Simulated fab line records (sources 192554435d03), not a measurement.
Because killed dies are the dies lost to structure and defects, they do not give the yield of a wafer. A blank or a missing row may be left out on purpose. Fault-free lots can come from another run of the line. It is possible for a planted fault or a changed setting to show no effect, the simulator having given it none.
Lot-split experiment | flow n5Finfet | on a route of 1938 steps: 7 lots, 39 wafers read

== ON THE SPLIT ==
At N5_MOL_CONTACT_COAG_ALD_133 (deposits SiO2, target thk 5 nm, pulse time 1 s, co reactant pulse time 1 s), the setting aldCycles was moved away from the recipe's 35 on 12 of the 39 wafers read, by -54.3% to +45.7%. All remaining wafers had this setting at the recipe value.

The reading is taken at the split's own step.

== THE READING ==
SiO2_of_MOL_CONTACT_COAG_ALD_133.thkNm (the simulator's own value, which no gauge read), in nm, at N5_MOL_CONTACT_COAG_ALD_133 (deposits SiO2, target thk 5 nm, pulse time 1 s, co reactant pulse time 1 s). The file gives no usual value for it.

wafer  | tool, chamber at the split | aldCycles as run | against the recipe | SiO2_of_MOL_CONTACT_COAG_ALD_133.thkNm, nm | against lot-mates on the recipe
L076.1 | aldSin-04, 1,1,2           | 35               | recipe             | 5                                          | -
L076.5 | aldSin-04, 1,1,2           | 35               | recipe             | 5                                          | -
L076.6 | aldSin-04, 1,1,2           | 35               | recipe             | 5                                          | -
L076.2 | aldSin-04, 0,3,2           | 46               | +31.4%             | 6.6                                        | +1.6
L076.3 | aldSin-04, 0,3,2           | 46               | +31.4%             | 6.6                                        | +1.6
L076.4 | aldSin-04, 0,3,2           | 46               | +31.4%             | 6.6                                        | +1.6
L079.1 | aldSin-03, 2,0,2           | 35               | recipe             | 5                                          | -
L079.4 | aldSin-03, 2,0,2           | 35               | recipe             | 5                                          | -
L079.5 | aldSin-03, 2,0,2           | 35               | recipe             | 5                                          | -
L084.1 | aldSin-04, 0,2,1,3,1,2     | 35               | recipe             | 5                                          | -
L084.2 | aldSin-04, 0,2,1,3,1,2     | 35               | recipe             | 5                                          | -
L084.3 | aldSin-04, 0,2,1,3,1,2     | 35               | recipe             | 5                                          | -
L084.4 | aldSin-04, 0,2,1,3,1,2     | 35               | recipe             | 5                                          | -
L084.5 | aldSin-04, 0,2,1,3,1,2     | 35               | recipe             | 5                                          | -
L084.6 | aldSin-04, 0,2,1,3,1,2     | 35               | recipe             | 5                                          | -
L085.1 | aldSin-01, 3,2,0,1,2,3     | 35               | recipe             | 5                                          | -
L085.2 | aldSin-01, 3,2,0,1,2,3     | 35               | recipe             | 5                                          | -
L085.3 | aldSin-01, 3,2,0,1,2,3     | 35               | recipe             | 5                                          | -
L085.4 | aldSin-01, 3,2,0,1,2,3     | 35               | recipe             | 5                                          | -
L085.5 | aldSin-01, 3,2,0,1,2,3     | 35               | recipe             | 5                                          | -
L085.6 | aldSin-01, 3,2,0,1,2,3     | 35               | recipe             | 5                                          | -
L088.1 | aldSin-01, 0,2             | 51               | +45.7%             | 7.2                                        | +2.2
L088.2 | aldSin-01, 0,2             | 51               | +45.7%             | 7.2                                        | +2.2
L088.3 | aldSin-01, 1,0,3           | 35               | recipe             | 5                                          | -
L088.5 | aldSin-01, 1,0,3           | 35               | recipe             | 5                                          | -
L088.6 | aldSin-01, 1,0,3           | 35               | recipe             | 5                                          | -
L088.4 | aldSin-01, 3               | 51               | +45.7%             | 7.4                                        | +2.4
L092.1 | aldSin-04, 3,1,2           | 35               | recipe             | 5                                          | -
L092.3 | aldSin-04, 3,1,2           | 35               | recipe             | 5                                          | -
L092.5 | aldSin-04, 3,1,2           | 35               | recipe             | 5                                          | -
L092.2 | aldSin-04, 2               | 16               | -54.3%             | 2.2                                        | -2.8
L092.4 | aldSin-04, 0,1             | 16               | -54.3%             | 2.4                                        | -2.6
L092.6 | aldSin-04, 0,1             | 16               | -54.3%             | 2.4                                        | -2.6
L097.1 | aldSin-01, 2,1,2           | 25               | -28.6%             | 3.6                                        | -1.4
L097.3 | aldSin-01, 2,1,2           | 25               | -28.6%             | 3.6                                        | -1.4
L097.6 | aldSin-01, 2,1,2           | 25               | -28.6%             | 3.6                                        | -1.4
L097.2 | aldSin-01, 3,0,1           | 35               | recipe             | 5                                          | -
L097.4 | aldSin-01, 3,0,1           | 35               | recipe             | 5                                          | -
L097.5 | aldSin-01, 3,0,1           | 35               | recipe             | 5                                          | -
Where a row lists several chambers, the file gives one row for several wafers and doesn't say which wafer went through which chamber.

THE FIT
A straight line over all 39 wafers: SiO2_of_MOL_CONTACT_COAG_ALD_133.thkNm changes by +0.0495 nm for each +1% of aldCycles; r = +1.00; the points scatter about the line by 0.04 nm.
The same after taking each lot's own level away (the mean of its wafers on the recipe; 39 wafers): +0.0495 nm for each +1%; r = +1.00; scatter 0.04 nm.
Per that fit: largest aldCycles move, reading shift of 2.7 nm.
The lots' own levels span 5.00 to 5.00 nm.
The two slopes are in agreement: the lot-to-lot level therefore moves the slope only a little.
Check: -2.66 nm against its lot-mates is what the line predicts for one of the wafers moved furthest among these (-54.3%) when that wafer is left out of the fit. It came out at -2.8 nm against them.

== FURTHER SPLITS ON THESE WAFERS ==
These wafers also went through other splits before the reading. Each is held against what the fit with the lots' levels taken away leaves over:
other split on the same wafers   | wafers away from the commonest value | r with SiO2_of_MOL_CONTACT_COAG_ALD_133.thkNm (lot level and that fit taken away)
N5_FIN_SAQP_HM_DEP_03 targetThkA | 15                                   | +0.12
N5_ILD0_PRECLEAN_10 timeS        | 12                                   | +0.08

== THE FILE'S OWN FIT ==
SiO2_of_MOL_CONTACT_COAG_ALD_133.thkNm changes by +0.0495 nm for each +1% of aldCycles, r = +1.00.
